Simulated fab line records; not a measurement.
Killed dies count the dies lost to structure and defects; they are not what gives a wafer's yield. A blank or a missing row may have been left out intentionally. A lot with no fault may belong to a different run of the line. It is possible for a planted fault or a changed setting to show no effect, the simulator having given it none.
fab line records :: flow n5Finfet
record
  lots=4
  wafers=12
  lastDay=16
route steps=1938 shown BEOL_M11@1571 BEOL_M12@1602 PASSIVATION@1936
lots with no fault: from the same line, run without faults
startH: hours from the record's first day to the start of the lot's first wafer shown :: waitH: hours elapsed since this lot's preceding step :: " the same as in the row above :: L1.1+2: a row that stands for several wafers :: - no value, or no start was given :: * or withheld: withheld :: < > ~ a bound
route shown NAME@n: names a module that has steps shown in the file, with the first one's number in the route :: usual: the fault-free wafers' mean and standard deviation :: same: alike in all rows :: chamber/n: place in a boat :: sites: per-site readings :: _std_site: how widely they spread, as a standard deviation :: _edge_site: inner sites' mean taken away from outer sites' mean :: radiusMm: for every site, how far away it sits from the centre of the wafer :: mask NAME#n: copy n :: behind: tool/chamber where the wafer was last shaped :: hold: what put the lot on hold/how long, in hours/how the hold closed :: device: the n, p or np transistor that did not switch :: end of line: the same wafers' tests at the end of the route :: where a step has no rows: the recipe by itself :: killed: not the wafer's yield, but the dies lost to structure and defects at the first sort :: map: the dies of a wafer, with x for killed, . for not killed, _ for no die there
set.NAME: the run value of the setting; set.NAME@STEP: its run value at that earlier step :: model.NAME: the simulator's own value behind a step, which no gauge read
certain route steps with their lots: each step a table, each wafer a row
## steps
# step N5_BEOL_M11_DESCUM_33
# recipe
  chemistry=O2
  timeS=7.9
  sourcePowerW=50
  biasPowerW=20
  pressureMtorr=20
  rfFrequencyHz=2.712e+07
  tempC=40
  resist=CAR-ArF
  o2FlowSccm=225
# step N5_BEOL_M11_ETCH_65
# recipe
  chemistry=CF4
  target=SiARC
  targetDepthA=390
  maskMaterial=CAR-ArF
  timeS=65
  ionEnergyEv=80
  pressureMtorr=40
  sourceW=545
  biasW=36
  Ar_flow_sccm=100
  cf4FlowSccm=100
  ends=cleared
# step N5_BEOL_M11_ETCH_66
# recipe
  chemistry=N2/H2
  target=SOC
  targetDepthA=1200
  overetchA=240
  maskMaterial=SiARC
  tempC=40
  timeS=180
  ionEnergyEv=200
  pressureMtorr=30
  sourceW=840
  biasW=150
  n2FlowSccm=200
  h2FlowSccm=200
# step N5_BEOL_M11_STRIP_69
# recipe
  chemistry=N2/H2
  tempC=40
  n2FlowSccm=200
  h2FlowSccm=200
  rfFrequencyHz=6e+07
# step N5_BEOL_M11_VIA_ETCH_34
# recipe
  chemistry=C4F6/O2
  target=SiCOH_lowk
  targetDepthA=1845
  maskMaterial=SOC
  taperDeg=4
  timeS=69.2
  ionEnergyEv=250
  pressureMtorr=30
  sourceW=345
  biasW=185
  Ar_flow_sccm=300
  C4F6_flow_sccm=10
  O2_flow_sccm=10
# step N5_BEOL_M11_STRIP_73
# recipe
  chemistry=C4F6/O2
  resist=SiARC
  rfFrequencyHz=6e+07
# step N5_BEOL_M11_STRIP_36
# recipe
  chemistry=N2/H2
  powerW=450
  tempC=40
  pressureMtorr=20
  rfFrequencyHz=6e+07
  overashFraction=0.3
  biasPowerW=7
  h2Frac=0.5
  n2FlowSccm=200
  h2FlowSccm=200
# step N5_BEOL_M11_TRENCH_ETCH_37
# recipe
  chemistry=C4F6/O2
  targetDepthA=1488.3
  target=SiCOH_lowk
  timeS=48
  ionEnergyEv=250
  pressureMtorr=30
  sourceW=345
  biasW=185
  Ar_flow_sccm=300
  C4F6_flow_sccm=10
  O2_flow_sccm=10
# step N5_BEOL_M11_ETCH_41
# recipe
  chemistry=CH3F/O2
  target=SiCN
  targetDepthA=426
  taperDeg=2
  timeS=86
  ionEnergyEv=120
  maskMaterial=TiN
  pressureMtorr=30
  sourceW=395
  biasW=75
  Ar_flow_sccm=150
  CH3F_flow_sccm=30
  O2_flow_sccm=20
# step N5_BEOL_M11_STRIP_77
# recipe
  chemistry=N2/H2
  timeS=10
  powerW=450
  tempC=40
  pressureMtorr=20
  rfFrequencyHz=6e+07
  biasPowerW=7
  n2FlowSccm=200
  h2FlowSccm=200
# usual
  chamberPressureMTorr=19.999/0.02
  drypumpMotorCurrentA=5.7/0.43
  oesProductAu=0.80/0.082
  rfVppV=59.0/0.84
  showerheadPlenumPTorr=2.50/0.092
  throttleValvePct=23.63/0.2
lot.wafer: L548.2
tool: rieDiel-04
chamber: 1
startH: 314.79
waitH: -
chamberPressureMTorr: 19.996
drypumpMotorCurrentA: 6.2
oesProductAu: 0.76
rfHoursCounterH: 139
rfVppV: 59.7
showerheadPlenumPTorr: 2.55
throttleValvePct: 23.62

lot.wafer: L548.3
tool: rieDiel-04
chamber: 3
startH: 314.79
waitH: -
chamberPressureMTorr: 19.984
drypumpMotorCurrentA: 6.0
oesProductAu: 0.88
rfHoursCounterH: 46
rfVppV: 58.6
showerheadPlenumPTorr: 2.47
throttleValvePct: 23.43

lot.wafer: L548.5
tool: rieDiel-04
chamber: 2
startH: 314.79
waitH: -
chamberPressureMTorr: 19.982
drypumpMotorCurrentA: 5.5
oesProductAu: 0.90
rfHoursCounterH: -
rfVppV: 59.5
showerheadPlenumPTorr: 2.58
throttleValvePct: 23.52

lot.wafer: L547.2
tool: rieDiel-02
chamber: 0
startH: 315.02
waitH: -
chamberPressureMTorr: 19.994
drypumpMotorCurrentA: 5.0
oesProductAu: 0.75
rfHoursCounterH: 190
rfVppV: 59.8
showerheadPlenumPTorr: 2.34
throttleValvePct: 23.85

lot.wafer: L547.4
tool: rieDiel-02
chamber: 2
startH: 315.02
waitH: -
chamberPressureMTorr: 20.009
drypumpMotorCurrentA: 5.8
oesProductAu: 0.96
rfHoursCounterH: 11
rfVppV: 59.7
showerheadPlenumPTorr: 2.50
throttleValvePct: 23.53

lot.wafer: L547.6
tool: rieDiel-02
chamber: 2
startH: 315.02
waitH: -
chamberPressureMTorr: 19.966
drypumpMotorCurrentA: 5.8
oesProductAu: 0.95
rfHoursCounterH: -
rfVppV: 59.7
showerheadPlenumPTorr: 2.50
throttleValvePct: 23.56

lot.wafer: L549.4
tool: rieDiel-02
chamber: 0
startH: 326.90
waitH: -
chamberPressureMTorr: 20.032
drypumpMotorCurrentA: 5.0
oesProductAu: 0.75
rfHoursCounterH: 193
rfVppV: 59.4
showerheadPlenumPTorr: 2.34
throttleValvePct: 23.85

lot.wafer: L549.5
tool: rieDiel-02
chamber: 2
startH: 326.90
waitH: -
chamberPressureMTorr: 19.998
drypumpMotorCurrentA: 5.8
oesProductAu: 0.95
rfHoursCounterH: -
rfVppV: 59.0
showerheadPlenumPTorr: 2.50
throttleValvePct: 23.55

lot.wafer: L549.6
tool: rieDiel-02
chamber: 3
startH: 326.90
waitH: -
chamberPressureMTorr: 20.000
drypumpMotorCurrentA: 5.5
oesProductAu: 0.70
rfHoursCounterH: -
rfVppV: 60.1
showerheadPlenumPTorr: 2.51
throttleValvePct: 23.58

lot.wafer: L554.2
tool: rieDiel-02
chamber: 1
startH: 337.96
waitH: -
chamberPressureMTorr: 19.966
drypumpMotorCurrentA: 5.2
oesProductAu: 0.83
rfHoursCounterH: 72
rfVppV: 58.5
showerheadPlenumPTorr: 2.47
throttleValvePct: 23.52

lot.wafer: L554.3
tool: rieDiel-02
chamber: 0
startH: 337.96
waitH: -
chamberPressureMTorr: 19.985
drypumpMotorCurrentA: 5.0
oesProductAu: 0.74
rfHoursCounterH: 196
rfVppV: 59.2
showerheadPlenumPTorr: 2.34
throttleValvePct: 23.85

lot.wafer: L554.6
tool: rieDiel-02
chamber: 3
startH: 337.96
waitH: -
chamberPressureMTorr: 20.008
drypumpMotorCurrentA: 5.5
oesProductAu: 0.69
rfHoursCounterH: -
rfVppV: 60.4
showerheadPlenumPTorr: 2.51
throttleValvePct: 23.58
# step N5_BEOL_M11_HM_STRIP_39
# recipe
  chemistry=peroxideTinStrip
  material=TiN
  targetDepthA=250
  tempC=50
  timeS=158
# step N5_BEOL_M11_SRD_40
# recipe
  timeS=30
  tempC=23
  rinseLiquid=diw
  dry=ipaMarangoni
# step N5_BEOL_M11_PRECLEAN_42
# recipe
  chemistry=residueRemover
  timeS=60
  tempC=40
# step N5_BEOL_M11_SRD_43
# recipe
  timeS=30
  tempC=23
  rinseLiquid=diw
  dry=ipaMarangoni
# step N5_BEOL_M11_CURE_72
# recipe
  tempC=370
  timeS=120
  ambient=DMADMS/He
  material=SiCOH_lowk
# step N5_BEOL_M11_DEGAS_44
# recipe
  ambient=vacuum
  tempC=250
  timeS=60
# step N5_BEOL_M11_PRE_CLEAN_45
# recipe
  gas=H2/He
  timeS=30
  tempC=250
# step N5_BEOL_M11_ALD_74
# recipe
  material=TaN
  targetThkA=20
  tempC=275
  aldPrecursorFamily=PDMAT
  aldCoReactant=NH3
  pressureTorr=3
  carrierFlowSccm=1500
  pulseTimeS=2
  purgeTimeS=3
  coReactantPurgeTimeS=2
  coReactantPulseTimeS=3
  aldCycles=40
  precursorVesselTempC=75
  precursorVesselPressureTorr=26.25
  precursorVesselCarrierSccm=1000
# step N5_BEOL_M11_SURFACE_TREAT_76
# recipe
  gas=Ar
  timeS=*
  ionEnergyEv=*
  ionCurrentMaCm2=0.5
  pressureMtorr=*
  arFlowSccm=30
# step N5_BEOL_M11_CVD_75
# recipe
  material=Co
  targetThkA=20
  tempC=withheld
  precursor=CCTBA/H2
  pressureTorr=30
  timeS=138.9
# step N5_BEOL_M11_SPUTTER_48
# recipe
  material=Cu
  targetThkA=120
  tempC=-20
  biasV=60
  powerW=26000
  chamberPressurePa=0.13
  timeS=2
# step N5_BEOL_M11_ECD_50
# recipe
  material=Cu
  targetThkA=3180
# step N5_BEOL_M11_ANNEAL_51
# recipe
  tempC=225
  timeS=90
  ambient=N2
# step N5_BEOL_M11_CMP_52
# recipe
  stopOn=SiCOH_lowk
  tOverpolishS=7
  downForcePsi=1
  platenRpm=50
  clearingPlatenDownForcePsi=1.5
  clearingPlatenRpm=50
  postCmpClean=cuAlkaline
  targetThkNm=140
  clearingPlatenPadVelocityMS=0.99484
  padVelocityMS=0.99484
# step N5_BEOL_M11_PRE_CLEAN_55
# recipe
  gas=NH3
  timeS=15
  tempC=withheld
  rfPowerW=300
# step N5_BEOL_M11_DEP_56
# recipe
  material=SiCN
  targetThkA=300
  tempC=withheld
  precursor=3MS/NH3
  pressureTorr=3
  rfW=675
  timeS=10.5
# step N5_BEOL_M12_ILD_DEP_00
# recipe
  material=SiOC
  targetThkA=6589.2
  tempC=350
  precursor=DEMS/O2
  pressureTorr=5
  rfW=500
  timeS=130.7
# step N5_BEOL_M12_COAT_58
# recipe
  resist=BARC
  tempC=205
  timeS=60
  spinRpm=1500
  resistThkNm=89
# step N5_BEOL_M12_COAT_04
# recipe
  spinRpm=1625
  resistThkNm=400
# step N5_BEOL_M12_EBR_06
# recipe
  solvent=PGMEA
  ebrWidthMm=1.5
# step N5_BEOL_M12_SOFTBAKE_05
# recipe
  tempC=130
  timeS=60
# step N5_BEOL_M12_EXPOSE_07
# recipe
  maskId=V11
  na=0.93
  sourceShape=conventional
  sigmaOuter=0.6
  polarization=unpolarized
  attpsmPhaseDeg=180
  doseMj=32.5
# step N5_BEOL_M12_PEB_08
# recipe
  pebTempC=130
  pebTimeS=90
# step N5_PASSIVATION_PROBE_49
# usual
  defectLimitedYield=91.3/1.5
  killed_at_M0_to_M3=31/11
  killed_at_M4_up=14/5.1
  killedAtContacts=12/5.6
  killedAtFrontEnd=42/12
  killedAtOther=3.8/2.9
  killedDies=103/18
  killedOpen=67/14
  killedShort=33/8
  sort_bin_5_function=5.1/1
  sort_bin_6_memory=3.2/0.75
  sortNPass=1077/18
  sortYieldPct=91.3/1.5
# same
  grossDies=1180
  killedAtBackSide=0
  sort_bin_4_leakage[%]=0
  sort_bin_8_speed[%]=0
lot.wafer: L549.4
tool: prober-02
chamber: -
startH: 374.18
waitH: 0.2
defectLimitedYield[%]: 79.5
killed_at_M0_to_M3: 31
killed_at_M4_up: 148
killedAtContacts: 13
killedAtFrontEnd: 44
killedAtOther: 6
killedDies: 242
killedOpen: 70
killedShort: 34
sort_bin_5_function[%]: 12.7
sort_bin_6_memory[%]: 5.0
sortNPass: 938
sortYieldPct[%]: 79.5

lot.wafer: L549.5
tool: prober-02
chamber: -
startH: 374.23
waitH: 0.2
defectLimitedYield[%]: 80.5
killed_at_M0_to_M3: 35
killed_at_M4_up: 147
killedAtContacts: 3
killedAtFrontEnd: 41
killedAtOther: 4
killedDies: 230
killedOpen: 63
killedShort: 29
sort_bin_5_function[%]: 12.4
sort_bin_6_memory[%]: 4.2
sortNPass: 950
sortYieldPct[%]: 80.5

lot.wafer: L549.6
tool: prober-02
chamber: -
startH: 374.28
waitH: 0.3
defectLimitedYield[%]: 83.1
killed_at_M0_to_M3: 33
killed_at_M4_up: 119
killedAtContacts: 6
killedAtFrontEnd: 34
killedAtOther: 7
killedDies: 199
killedOpen: 67
killedShort: 28
sort_bin_5_function[%]: 10.0
sort_bin_6_memory[%]: 3.3
sortNPass: 981
sortYieldPct[%]: 83.1

lot.wafer: L554.2
tool: prober-01
chamber: -
startH: 384.81
waitH: 0.1
defectLimitedYield[%]: 84.8
killed_at_M0_to_M3: 43
killed_at_M4_up: 109
killedAtContacts: 12
killedAtFrontEnd: 12
killedAtOther: 3
killedDies: 179
killedOpen: 57
killedShort: 19
sort_bin_5_function[%]: 8.1
sort_bin_6_memory[%]: 3.6
sortNPass: 1001
sortYieldPct[%]: 84.8

lot.wafer: L554.3
tool: prober-01
chamber: -
startH: 384.86
waitH: 0.1
defectLimitedYield[%]: 80.1
killed_at_M0_to_M3: 42
killed_at_M4_up: 147
killedAtContacts: 9
killedAtFrontEnd: 34
killedAtOther: 3
killedDies: 235
killedOpen: 61
killedShort: 31
sort_bin_5_function[%]: 11.2
sort_bin_6_memory[%]: 4.0
sortNPass: 945
sortYieldPct[%]: 80.1

lot.wafer: L554.6
tool: prober-01
chamber: -
startH: 385.01
waitH: 0.3
defectLimitedYield[%]: 85.4
killed_at_M0_to_M3: 15
killed_at_M4_up: 118
killedAtContacts: 8
killedAtFrontEnd: 30
killedAtOther: 1
killedDies: 172
killedOpen: 43
killedShort: 21
sort_bin_5_function[%]: 8.9
sort_bin_6_memory[%]: 2.3
sortNPass: 1008
sortYieldPct[%]: 85.4
# killed by level:class
L549.4 BEOL_M11:unspecified=138 FIN_SAQP:geometricParticle:open=17 MOL_CONTACT_COAG:geometricParticle:open=9 BEOL_M1:geometricParticle:open=7 FIN_SAQP:geometricParticle:short=6 STI_FIN_REVEAL:geometricParticle:open=6 GATE_CUT:geometricParticle:short=6 BEOL_M0_SAQP:geometricParticle:short=6
L549.5 BEOL_M11:unspecified=137 FIN_SAQP:geometricParticle:open=13 BEOL_M1:geometricParticle:open=9 BEOL_M0_SAQP:geometricParticle:open=7 FIN_SAQP:geometricParticle:short=6 STI_FIN_REVEAL:geometricParticle:open=5 DUMMY_GATE:geometricParticle:open=5 BEOL_M3:geometricParticle:open=5
L549.6 BEOL_M11:unspecified=104 BEOL_M0_SAQP:geometricParticle:short=11 STI_FIN_REVEAL:geometricParticle:open=10 FIN_SAQP:geometricParticle:open=8 DUMMY_GATE:geometricParticle:open=6 MOL_CONTACT_COAG:geometricParticle:open=6 BEOL_M0_SAQP:geometricParticle:open=6 BEOL_M1:geometricParticle:open=5
L554.2 BEOL_M11:unspecified=101 BEOL_M2:geometricParticle:open=13 MOL_CONTACT_COAG:geometricParticle:open=12 BEOL_M1:geometricParticle:open=11 BEOL_M0_SAQP:geometricParticle:short=8 BEOL_M3:geometricParticle:open=6 BEOL_M0_SAQP:geometricParticle:open=3 PAD_METAL:geometricParticle:open=3
L554.3 BEOL_M11:unspecified=134 BEOL_M1:geometricParticle:open=13 DUMMY_GATE:geometricParticle:open=8 HKMG_FIN:areaEtch=8 BEOL_M0_SAQP:geometricParticle:short=7 BEOL_M1:geometricParticle:short=7 MOL_CONTACT_COAG:geometricParticle:open=6 BEOL_M5:geometricParticle:open=6
L554.6 BEOL_M11:unspecified=105 GATE_CUT:geometricParticle:short=7 GATE_CUT:geometricParticle:open=5 MOL_CONTACT_COAG:geometricParticle:open=5 BEOL_M1:geometricParticle:open=4 BEOL_M4:geometricParticle:open=4 BEOL_M5:geometricParticle:open=4 STI_FIN_REVEAL:geometricParticle:open=3
# map L549.4 (x killed, . not)
_________________..x.........________________
______________....x...x..xxx..x._____________
___________x..........x..........x.__________
__________...............x.........._________
________..............x......x........_______
_______.....x............x.....x.......______
______...............x.................._____
_____..................x..x.x............____
____.................x..xx............x...___
___........................................__
___............x..........x..xx.......xx...__
__...............x.................x........_
__.x..x..............x.........x.....x..x.x._
_...x...........................x.....x......
_..x......x.............x...........x........
_...xx..........x............x...x...........
_.....x.x..x..x....x..................x......
_.............x.xxx.x...x....................
_x..x.x..........xxxx...x....................
_x...........xxxxxxxx.x.....................x
_.x........x.xxxxxxxxxxx..x.x................
__.........x.xxxxxxxxxxxxx.................._
__..x...x...xxxxxxxxxxxxxx.x.........x......_
___........xxxxxxxxxxxxxxx.........xx......__
___....x...xxxxxxxxxxxxxxx.........x.x...x.__
____.x...x..xxxxxxxxxxxxxxxx.............x___
_____.......xxxxxxxxxxxxxx.........xx....____
______.........xxxxxxxx................._____
_______.xx...xxx.xxxxxxx..x..x..x......______
________....x...xx..xxx..........x...._______
__________...x.....x...xx..x........_________
___________.....x.x................__________
______________...x.x..x......x.._____________
_________________...x........________________
# map L554.3 (x killed, . not)
_________________...x.....x..________________
______________x................._____________
___________...................x....__________
__________........................x._________
________.x........x......x......x....x_______
_______................................______
______................xx................_____
_____........x...x........x..............____
____......................x.x.....xx......___
___x........................x.....x........__
___.x....xx..x...................x.........__
__.x........................x.x.xx.........x_
__..x......................................x_
_x....................x..................x...
_............................................
_x......x....x...................x..x.....x..
_...........x.....x....x....x......x.........
_...x...x......x....xx.x...x..............xxx
_......x.....xx.x.xx.x.....x.................
_....x....x....xxxxxxxxx.x..............x....
_.x.........xxxxxxxxxxxx.........x.......x...
__..........xxxxxxxxxxxx.............x...x.._
__...........xxxxxxxxxxxx....x...x.........._
___........xxxxxxxxxxxxxx.x................__
___.....x..xxxxxxxxxxxxxxx....x............__
____x.x...x.xxxxxxxxxxxx.xxx..............___
_____x.....xxxxxxxxxxxxxx..x..xx.........____
______.......xxxxxxxxx.xx...x......x.x.._____
_______xx......xxxxxxx..xx.............______
________......xx.xxx.x..........x....._______
__________.......x..x........xx....._________
___________x...x...................__________
______________........xx....x..._____________
_________________x......x...x________________
## key
firstSign
  step=N5_PASSIVATION_PROBE_49
  reading=killed_at_M4_up
  direction=up
  sigmas=23
  usual=14
  struck=131
effect
  step=N5_PASSIVATION_PROBE_49
  reading=defectLimitedYield
  direction=down
  sigmas=5.8
  usual=91.3
  struck=82.2
moreKillsBornAt
  N5_BEOL_M11_STRIP_77@rieDiel-02=719
metAt N5_BEOL_M11_STRIP_77
struckWafers L549.4,L549.5,L549.6,L554.2,L554.3,L554.6
onsetBetween 315.02 326.90
alsoFits time
fault
  kind=chamberParticleSource
  tool=rieDiel-02
  chamber=-
  onsetH=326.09
  steps=N5_BEOL_M11_STRIP_77
  ratePerVisitCm2=1.4579
  endH=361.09
